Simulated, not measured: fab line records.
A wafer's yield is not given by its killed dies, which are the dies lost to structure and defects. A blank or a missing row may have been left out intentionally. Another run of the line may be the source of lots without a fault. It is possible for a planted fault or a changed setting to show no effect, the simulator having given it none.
Chamber matching || flow nand-harc || NHARC_THIN_TSV_DEP_43 on pecvd-02: 3 sister chambers
The step deposits SiO2, target thk 1328.5 nm. 6 wafers are shown with their chamber, then 8 later ones without.

## EACH WAFER AND ITS CHAMBER
{"wafer": "L160.6", "chamber": 1, "throttle-valve-pct (%)": 15.9}
{"wafer": "L161.4", "chamber": 0, "throttle-valve-pct (%)": 14.8}
{"wafer": "L162.1", "chamber": 1, "throttle-valve-pct (%)": 15.6}
{"wafer": "L162.3", "chamber": 2, "throttle-valve-pct (%)": 16.5}
{"wafer": "L162.5", "chamber": 2, "throttle-valve-pct (%)": 16.3}
{"wafer": "L163.3", "chamber": 0, "throttle-valve-pct (%)": 15.0}

## WAFERS WHOSE CHAMBER IS MISSING
{"wafer": "L163.5", "throttle-valve-pct (%)": 15.1}
{"wafer": "L163.6", "throttle-valve-pct (%)": 15.3}
{"wafer": "L166.2", "throttle-valve-pct (%)": 15.8}
{"wafer": "L166.3", "throttle-valve-pct (%)": 16.7}
{"wafer": "L166.5", "throttle-valve-pct (%)": 16.5}
{"wafer": "L165.3", "throttle-valve-pct (%)": 15.9}
{"wafer": "L165.5", "throttle-valve-pct (%)": 15.0}
{"wafer": "L165.6", "throttle-valve-pct (%)": 14.7}

## WHICH CHAMBER EACH WENT THROUGH
{"wafer": "L163.5", "from the rows above": 0, "in truth": 0}
{"wafer": "L163.6", "from the rows above": "can't be placed: 0 or 1", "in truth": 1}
{"wafer": "L166.2", "from the rows above": 1, "in truth": 1}
{"wafer": "L166.3", "from the rows above": 2, "in truth": 2}
{"wafer": "L166.5", "from the rows above": 2, "in truth": 2}
{"wafer": "L165.3", "from the rows above": 1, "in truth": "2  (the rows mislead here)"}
{"wafer": "L165.5", "from the rows above": 0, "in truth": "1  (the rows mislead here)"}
{"wafer": "L165.6", "from the rows above": 0, "in truth": 0}
5 of 8 placed correctly. From these rows, 1 cannot be placed; in 1 the true chamber is one of the candidates. Number placed wrongly: 2.
How it was worked out, from the rows above alone: a wafer's distance from a chamber is the root of the sum, over the readings, of the square of ((its reading less the chamber's mean) divided by the reading's scatter). If the next closest chamber is less than 2 further off than the closest, the wafer can't be placed; otherwise it belongs to the closest. For every chamber, the mean is computed from those of its wafers that are shown. The scatter is the square root of a quotient: the sum, over the shown wafers, of each reading's squared deviation from its chamber's mean, divided by wafers minus chambers.
